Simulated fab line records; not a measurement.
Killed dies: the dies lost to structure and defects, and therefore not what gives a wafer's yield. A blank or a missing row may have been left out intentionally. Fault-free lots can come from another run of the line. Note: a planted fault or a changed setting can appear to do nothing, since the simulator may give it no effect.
The tool behind it: which one?    flow n5-finfet    11 lots with 33 wafers sampled at 5 steps, on a route of 1938 steps

WHAT THE GAUGES SHOWED, per wafer
N5_BEOL_M4_RC_MEAS_101.
lot   measured      on         DIBL_N (mV/V)   DIBL_P (mV/V)   IOFF_N (nA/um)  IOFF_P (nA/um)  ION_N (uA/um)  ION_P (uA/um)  SS_N (mV/dec)   SS_P (mV/dec)   VT_N (mV)    VT_P (mV)
L142  day 8 12:54   prober-01  34.9 37.1 34.9  36.3 39.6 36.8  0.16 0.19 0.16  0.17 0.23 0.18  684 679 673    455 464 457    71.6 71.9 71.8  73.8 74.0 72.7  249 246 249  -252 -251 -255
L143  day 8 14:43   prober-02  40.8 37.6 37.2  41.5 38.2 36.6  0.23 0.17 0.15  0.26 0.20 0.18  683 688 675    462 465 454    72.8 71.1 71.1  74.2 73.7 73.3  245 248 251  -250 -253 -255
L145  day 9 10:14   prober-01  38.5 34.7 36.1  38.5 34.7 35.5  0.21 0.14 0.15  0.26 0.20 0.20  694 681 679    476 468 469    72.0 71.0 71.7  73.7 72.8 73.1  242 250 250  -245 -248 -249
L146  day 9 20:15   prober-02  35.0 35.7 33.9  35.6 36.2 34.9  0.13 0.15 0.13  0.19 0.20 0.18  667 678 675    465 467 463    70.8 71.3 70.9  73.1 73.9 72.5  249 249 251  -251 -253 -251
L151  day 11 03:36  prober-02  35.7 35.7 38.2  35.2 35.7 37.1  0.16 0.16 0.19  0.19 0.20 0.22  669 676 681    458 461 461    71.8 71.6 71.7  72.9 73.1 73.4  249 248 249  -252 -251 -252
L152  day 11 03:25  prober-01  36.8 37.6 34.3  35.4 35.9 33.2  0.17 0.19 0.14  0.22 0.24 0.20  663 664 667    456 454 457    71.9 72.6 71.6  73.8 73.5 72.9  250 248 250  -248 -249 -249
L154  day 11 12:56  prober-01  35.1 37.4 35.0  35.0 38.1 35.1  0.14 0.18 0.14  0.20 0.25 0.21  675 676 684    470 462 471    71.0 71.0 71.4  72.8 73.8 72.9  250 248 249  -250 -248 -249
L155  day 12 01:16  prober-01  38.7 36.5 37.8  39.2 36.5 38.0  0.20 0.16 0.18  0.24 0.19 0.21  682 671 691    463 458 462    71.7 71.4 71.4  74.4 73.7 73.2  247 250 250  -250 -252 -254
L156  day 12 07:37  prober-01  36.3 35.7 38.1  36.7 34.7 38.7  0.15 0.13 0.18  0.20 0.17 0.23  667 663 690    456 460 463    71.2 70.9 71.9  72.9 72.3 73.2  251 252 249  -250 -252 -249
L157  day 12 10:10  prober-01  33.8 37.1 35.9  31.6 35.1 33.6  0.12 0.19 0.17  0.16 0.22 0.19  667 681 668    455 460 455    70.6 71.2 71.5  71.7 73.0 73.0  252 245 247  -252 -246 -251
L158  day 12 13:29  prober-02  38.7 35.6 38.0  39.5 35.4 37.7  0.19 0.13 0.17  0.25 0.19 0.22  680 669 669    469 461 460    71.8 71.8 72.6  73.7 73.0 73.1  247 253 249  -249 -252 -249

WHAT TOOL EACH LOT RAN ON (gives the tool, then ch and the chambers of the sampled wafers, and finally the start)
lot   N5_BEOL_M3_SPUTTER_81         N5_BEOL_M3_ANNEAL_87          N5_BEOL_M3_ANNEAL_91          N5_BEOL_M3_ANNEAL_95
L142  pvd-sputter-03, day 7 14:15   pvd-sputter-03, day 7 14:33   pvd-sputter-03, day 7 14:59   pvd-sputter-03, day 7 23:19
L143  pvd-sputter-03, day 8 02:41   pvd-sputter-03, day 8 02:59   pvd-sputter-03, day 8 03:26   pvd-sputter-03, day 8 03:52
L145  pvd-sputter-03, day 8 22:17   pvd-sputter-03, day 8 22:35   pvd-sputter-03, day 8 23:02   pvd-sputter-03, day 8 23:28
L146  pvd-sputter-01, day 9 06:54   pvd-sputter-01, day 9 07:12   pvd-sputter-01, day 9 07:38   pvd-sputter-01, day 9 08:05
L151  pvd-sputter-02, day 10 06:41  pvd-sputter-02, day 10 06:59  pvd-sputter-02, day 10 07:26  pvd-sputter-02, day 10 07:52
L152  pvd-sputter-01, day 10 14:58  pvd-sputter-01, day 10 15:16  pvd-sputter-01, day 10 15:43  pvd-sputter-01, day 10 16:09
L154  pvd-sputter-01, day 10 22:04  pvd-sputter-01, day 10 22:22  pvd-sputter-01, day 10 22:49  pvd-sputter-01, day 10 23:15
L155  pvd-sputter-03, day 11 10:48  pvd-sputter-03, day 11 11:06  pvd-sputter-03, day 11 11:32  pvd-sputter-03, day 11 11:59
L156  pvd-sputter-03, day 11 15:52  pvd-sputter-03, day 11 16:12  pvd-sputter-03, day 11 16:40  pvd-sputter-03, day 11 17:07
L157  pvd-sputter-01, day 11 19:44  pvd-sputter-01, day 11 20:02  pvd-sputter-01, day 11 20:28  pvd-sputter-01, day 11 20:55
L158  pvd-sputter-02, day 12 00:22  pvd-sputter-02, day 12 00:40  pvd-sputter-02, day 12 01:06  pvd-sputter-02, day 12 01:32
- N5_BEOL_M3_SPUTTER_81: material Cu, target thk 4.5 nm, time 8.29 s.
- N5_BEOL_M3_ANNEAL_87: time 240 s.
- N5_BEOL_M3_ANNEAL_91: time 240 s.
- N5_BEOL_M3_ANNEAL_95: time 240 s.

AS READ BY THE TOOLS THEMSELVES (means over the sampled wafers that have a number; for cases with no such wafer, the mark the record gives instead)
N5_BEOL_M3_SPUTTER_81.
lot   tool            susceptor-temp-C (C)  throttle-valve-pct (%)
L142  pvd-sputter-03  -20.04                30.4
L143  pvd-sputter-03  -19.86                30.6
L145  pvd-sputter-03  -20.06                30.8
L146  pvd-sputter-01  -20.13                29.1
L151  pvd-sputter-02  -19.96                30.3
L152  pvd-sputter-01  -19.97                28.8
L154  pvd-sputter-01  -19.98                28.8
L155  pvd-sputter-03  -19.98                30.8
L156  pvd-sputter-03  -19.95                30.9
L157  pvd-sputter-01  -19.93                29.1
L158  pvd-sputter-02  -20.06                30.2

N5_BEOL_M3_ANNEAL_87.
lot   tool            heater-power-w (W)  susceptor-temp-C (C)
L142  pvd-sputter-03  788                 400.01
L143  pvd-sputter-03  755                 400.20
L145  pvd-sputter-03  785                 399.89
L146  pvd-sputter-01  811                 399.90
L151  pvd-sputter-02  907                 399.78
L152  pvd-sputter-01  832                 400.26
L154  pvd-sputter-01  858                 399.73
L155  pvd-sputter-03  784                 400.36
L156  pvd-sputter-03  768                 400.08
L157  pvd-sputter-01  808                 400.03
L158  pvd-sputter-02  842                 399.98

N5_BEOL_M3_ANNEAL_91.
lot   tool            heater-power-w (W)  susceptor-temp-C (C)
L142  pvd-sputter-03  803                 400.17
L143  pvd-sputter-03  746                 400.35
L145  pvd-sputter-03  774                 400.00
L146  pvd-sputter-01  800                 399.90
L151  pvd-sputter-02  898                 399.95
L152  pvd-sputter-01  838                 399.98
L154  pvd-sputter-01  857                 399.71
L155  pvd-sputter-03  -                   -
L156  pvd-sputter-03  -                   -
L157  pvd-sputter-01  798                 400.09
L158  pvd-sputter-02  853                 400.02

N5_BEOL_M3_ANNEAL_95.
lot   tool            heater-power-w (W)  susceptor-temp-C (C)
L142  pvd-sputter-03  802                 400.10
L143  pvd-sputter-03  749                 399.83
L145  pvd-sputter-03  791                 399.99
L146  pvd-sputter-01  797                 399.92
L151  pvd-sputter-02  909                 399.88
L152  pvd-sputter-01  828                 400.09
L154  pvd-sputter-01  856                 399.94
L155  pvd-sputter-03  782                 399.84
L156  pvd-sputter-03  769                 399.91
L157  pvd-sputter-01  809                 399.99
L158  pvd-sputter-02  839                 400.02

THE ANSWER, worked out from the rows above alone
Rule: usual is defined by the lots themselves. Put in order of their means at a reading, lots are off if they are a third of the lots or fewer, leave a main group of 4 or more, and stand apart from it by a gap of 3 or more times the standard deviation of the main group's means; of several such gaps the widest counts. Not used: any main group whose means are identical at the precision the tables above print for the reading. A lot without any number at a reading at which 4 lots or more have one is off too. Where the step has rows for the other lots, those lots are counted as sound. The gauges are gone through in route order, then the tools' own readings, and for those a lot's mean is taken as printed above. The first step at which some lot is off is used, and at that step the reading that is off furthest; a lot without a number counts as furthest.
Off, at N5_BEOL_M3_ANNEAL_91 on heater-power-w: L155, L156. Without a number there: L155, L156. Main group: mean 819 W, sd 44.
A tool fits if, at that step or a process step before it, it ran every lot that is off, and no sound lot after the first of them. One fits: N5_BEOL_M3_SPUTTER_81 and N5_BEOL_M3_ANNEAL_87 and N5_BEOL_M3_ANNEAL_91 on pvd-sputter-03. At N5_BEOL_M3_SPUTTER_81 its last sound lot is L145 (day 8 22:17), its first lot that is off L155 (day 11 10:48): a fault that began between those two fits.

WHAT THE SIMULATOR HAD PUT IN
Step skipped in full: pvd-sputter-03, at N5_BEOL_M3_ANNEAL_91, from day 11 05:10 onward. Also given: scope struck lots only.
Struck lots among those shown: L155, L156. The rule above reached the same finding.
